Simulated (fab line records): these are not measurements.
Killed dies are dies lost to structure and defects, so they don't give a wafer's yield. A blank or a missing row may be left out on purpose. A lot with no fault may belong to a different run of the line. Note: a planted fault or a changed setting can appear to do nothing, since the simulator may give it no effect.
8D (eight disciplines) problem report, filled in by code || flow nand harc || the parts of the form that need people (team, actions taken, sign-off) are left out

== 1. WHAT IS WRONG ==
cd nm at NHARC_P_STI_CD_MEAS_09 reads a mean of 129.1 nm on 9 wafers of 3 lots; wafers without a fault read 200.0 nm with a standard deviation of 1.8. Measured from the usual mean, that is -39 standard deviations.
The step: target cd 200 nm.
Earliest sighting: wafer L740.3 on cd sem-03 at day 3 12:13. At this step, 39 wafers from 13 lots have a number in the record. Rule for "out" (also "out of limits"): further than 4 standard deviations from the usual mean. The other wafers with a number count as sound.

== 2. WHAT IT IS AND WHAT IT IS NOT ==
{"question": "which readings at this step", "is": "cd nm", "is not": "-"}
{"question": "which lots", "is": "L740, L742, L746", "is not": "L736, L737, L748, L749, L754, L755, L756, L757, L758, L759"}
{"question": "which wafers of those lots", "is": "all that have a number", "is not": "-"}
{"question": "read on which gauges", "is": "cd sem-02, cd sem-03", "is not": "cd sem-01"}
{"question": "when", "is": "from day 3 12:13", "is not": "up to then (6 sound wafers); but 24 sound wafers of L748, L749, L754, L755, L756, L757, L758, L759 came after"}

== 3. THE SUSPECTS, EACH WITH WHAT RULES IT OUT ==
Counting: a tool at a process step up to the reading stays a suspect if it ran every lot that is out and no sound lot after the first of them.
- the gauge at NHARC_P_STI_CD_MEAS_09: ruled out. Those wafers that are out were read across 2 gauges (cd sem-02, cd sem-03).
- litho track-02 at NHARC_P_STI_PEB_07 (peb time 80 s): ruled out as a lasting fault. Sound lots L757 ran on it after its first lot that is out, L740 (day 3 12:07).
Left after counting: nothing in the record.

== 4. THE CAUSE (what the simulator had put in) ==
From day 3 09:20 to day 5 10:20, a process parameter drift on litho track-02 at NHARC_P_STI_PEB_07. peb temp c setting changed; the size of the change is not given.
The count ruled it out by mistake, since the rule takes a fault to strike every lot its tool runs from the start of the fault on, and this one did not do so.

== 5. THE CHAIN OF EFFECTS, in route order ==
Each row: a reading whose mean over the struck wafers that have a number lies more than 3 standard deviations from the usual. Readings are gone through only where the record gives a usual standard deviation; hours: the median, over the lots, of the time from a lot's start at the first step in this table giving one to that lot's start at this step; sigmas: the change measured in usual standard deviations.
{"hours": 0, "step": "NHARC_P_STI_PEB_07", "reading": "heater power total W", "usual": "189.8 W", "on struck wafers": 176.9, "change": -12.9, "sigmas": -17}
{"hours": 0, "step": "NHARC_P_STI_PEB_07", "reading": "plate temp C", "usual": "128.01 C", "on struck wafers": 121.24, "change": -6.77, "sigmas": -45}
{"hours": 0, "step": "NHARC_P_STI_CD_MEAS_09", "reading": "cd nm", "usual": "200.0 nm", "on struck wafers": 129.1, "change": -70.9, "sigmas": -39}
It contains these process steps:
- NHARC_P_STI_PEB_07: peb time 80 s.
At these later measuring or inspecting steps, every struck wafer for which the step has a row has a number for every such reading, and none has moved that far: NHARC_P_STI_INSPECT_25.

== 6. HOW IT WOULD HAVE BEEN CAUGHT EARLIER ==
The first out-of-limits reading at a measuring or inspecting step in this record came at day 3 12:13, 3 hours after the fault's start at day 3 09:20.
At NHARC_P_STI_PEB_07, the tool's own readings (heater power total W, plate temp C) were out on each struck wafer the step has a row for, so an alarm limit on them would have fired on the first such wafer.
